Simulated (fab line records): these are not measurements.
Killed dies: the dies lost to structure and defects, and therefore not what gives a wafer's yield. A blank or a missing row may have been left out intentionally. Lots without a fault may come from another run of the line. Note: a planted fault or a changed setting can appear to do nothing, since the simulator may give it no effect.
Matching of chambers ; flow nand harc ; NHARC_A_CONTACT_ETCH_88 on rie diel-07 has 4 sister chambers
The step etches the open film in CF4, target depth 39 nm, time 65 s. 22 wafers are shown with their chamber, then 11 later ones without.

== WAFERS, EACH WITH ITS CHAMBER ==
wafer;chamber;drypump motor current A (A);rf vpp V (V);chamber pressure mTorr (mTorr)
L078.1;2;5.90;148.3;50.04
L078.3;0;5.98;151.7;49.99
L078.4;1;5.65;151.6;49.99
L076.1;0;5.94;151.9;49.92
L076.2;1;5.63;152.6;50.00
L076.6;1;5.66;151.9;49.99
L074.1;1;5.66;153.3;50.01
L074.2;0;5.99;151.3;50.01
L074.5;1;5.65;153.7;50.03
L077.2;1;5.66;152.8;50.03
L077.3;3;5.71;148.7;50.03
L077.4;0;5.91;150.4;50.03
L082.1;3;5.71;150.0;49.98
L082.2;0;5.86;151.7;50.00
L082.5;1;5.66;152.2;50.07
L084.1;3;5.72;149.9;50.06
L084.3;1;5.66;152.2;50.00
L084.4;0;6.00;151.7;50.02
L087.2;1;5.66;153.1;50.02
L087.4;0;5.95;150.0;49.91
L087.5;2;5.95;151.7;50.03
L088.1;3;5.73;150.3;50.00

SIGNATURES (averages over the wafers above)
reading;chamber 0;chamber 1;chamber 2;chamber 3;scatter within a chamber
drypump motor current A;5.9471;5.6544;5.9250;5.7175;0.0308
rf vpp V;151.243;152.600;150.000;149.725;0.894
chamber pressure mTorr;49.9829;50.0156;50.0350;50.0175;0.0357
Rule: distance of a wafer from a chamber = root of the sum over the readings of ((wafer's reading minus chamber's mean) / reading's scatter) squared. The wafer belongs to the nearest chamber; if the next one is less than 2 further off, it can't be placed. The scatter: take each reading less its chamber's mean, square it, sum over the shown wafers, divide by the number of wafers less the number of chambers, and take the root.

== WAFERS MISSING THEIR CHAMBER ==
wafer;drypump motor current A (A);rf vpp V (V);chamber pressure mTorr (mTorr)
L088.2;5.68;154.0;50.01
L088.5;5.95;149.9;49.99
L090.3;5.94;152.6;49.95
L090.5;5.65;154.0;50.09
L090.6;5.96;150.7;50.04
L093.3;5.64;151.9;50.03
L093.4;5.94;149.1;50.02
L093.6;5.64;151.2;49.99
L097.2;5.67;151.0;50.04
L097.4;5.96;150.7;49.95
L097.6;5.73;151.4;49.96

== CHAMBER TAKEN BY EACH ==
wafer;from the rows above;in truth
L088.2;1;1
L088.5;can't be placed: 2 or 0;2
L090.3;0;0
L090.5;1;1
L090.6;can't be placed: 2 or 0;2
L093.3;1;1
L093.4;can't be placed: 2 or 0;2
L093.6;can't be placed: 1 or 3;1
L097.2;can't be placed: 1 or 3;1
L097.4;can't be placed: 0 or 2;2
L097.6;can't be placed: 3 or 1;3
Correctly placed: 4 of 11. Not placeable from these rows: 7 (in 7, the candidates include the true chamber). 0 placed wrongly.
